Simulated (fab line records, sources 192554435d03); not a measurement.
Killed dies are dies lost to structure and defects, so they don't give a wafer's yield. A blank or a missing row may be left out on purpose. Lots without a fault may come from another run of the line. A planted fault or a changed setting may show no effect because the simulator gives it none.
Chamber matching | flow n5_finfet | N5_SDB_STRIP_21 on rie_diel-05: 4 sister chambers
The step strips in CF4. 16 wafers are shown with their chamber, then 8 later ones without.

WAFERS WITH THEIR CHAMBER
wafer  | chamber | showerhead_plenum_p_Torr (Torr) | drypump_motor_current_A (A) | rf_vpp_V (V)
L074.3 | 1       | 1.89                            | 6.1                         | 273.6
L074.5 | 0       | 1.84                            | 5.1                         | 273.9
L074.6 | 3       | 1.77                            | 5.6                         | 270.2
L076.1 | 0       | 1.84                            | 5.1                         | 272.3
L076.4 | 1       | 1.89                            | 6.1                         | 273.9
L076.6 | 2       | 1.67                            | 5.5                         | 268.4
L082.2 | 2       | 1.66                            | 5.5                         | 267.2
L082.3 | 0       | 1.84                            | 5.1                         | 272.1
L082.6 | 1       | 1.88                            | 6.1                         | 275.0
L086.2 | 2       | 1.66                            | 5.5                         | 268.1
L086.4 | 2       | 1.66                            | 5.4                         | 268.3
L086.6 | 3       | 1.77                            | 5.6                         | 269.2
L087.1 | 1       | 1.88                            | 6.1                         | 273.1
L087.2 | 3       | 1.77                            | 5.6                         | 269.6
L087.3 | 2       | 1.66                            | 5.5                         | 268.1
L092.2 | 1       | 1.88                            | 6.1                         | 273.3

SIGNATURES (means of the wafers above)
reading                  | chamber 0 | chamber 1 | chamber 2 | chamber 3 | scatter within a chamber
showerhead_plenum_p_Torr | 1.8400    | 1.8840    | 1.6620    | 1.7700    | 0.00408
drypump_motor_current_A  | 5.100     | 6.100     | 5.480     | 5.600     | 0.0258
rf_vpp_V                 | 272.767   | 273.780   | 268.020   | 269.667   | 0.682
Rule: a wafer's distance from a chamber is the root of the sum, over the readings, of the square of ((its reading less the chamber's mean) divided by the reading's scatter). The wafer belongs to the nearest chamber; if the next one is less than 2 further off, it can't be placed. The scatter: the root of (the sum of the squares of (reading less its chamber's mean) over the shown wafers, divided by (wafers less chambers)).

WAFERS WITHOUT THEIR CHAMBER
wafer  | showerhead_plenum_p_Torr (Torr) | drypump_motor_current_A (A) | rf_vpp_V (V)
L092.4 | 1.66                            | 5.5                         | 267.9
L092.6 | 1.77                            | 5.5                         | 269.8
L095.3 | 1.87                            | 6.1                         | 272.6
L095.5 | 1.65                            | 5.5                         | 266.2
L095.6 | 1.87                            | 6.1                         | 272.0
L097.2 | 1.83                            | 5.1                         | 272.3
L097.4 | 1.65                            | 5.4                         | 267.7
L097.5 | 1.87                            | 6.1                         | 271.9

WHICH CHAMBER EACH WENT THROUGH
wafer  | from the rows above | in truth
L092.4 | 2                   | 2
L092.6 | 3                   | 3
L095.3 | 1                   | 1
L095.5 | 2                   | 2
L095.6 | 1                   | 1
L097.2 | 0                   | 0
L097.4 | 2                   | 2
L097.5 | 1                   | 1
Placed correctly: 8 of 8. Can't be placed from these rows: 0. Placed wrongly: 0.
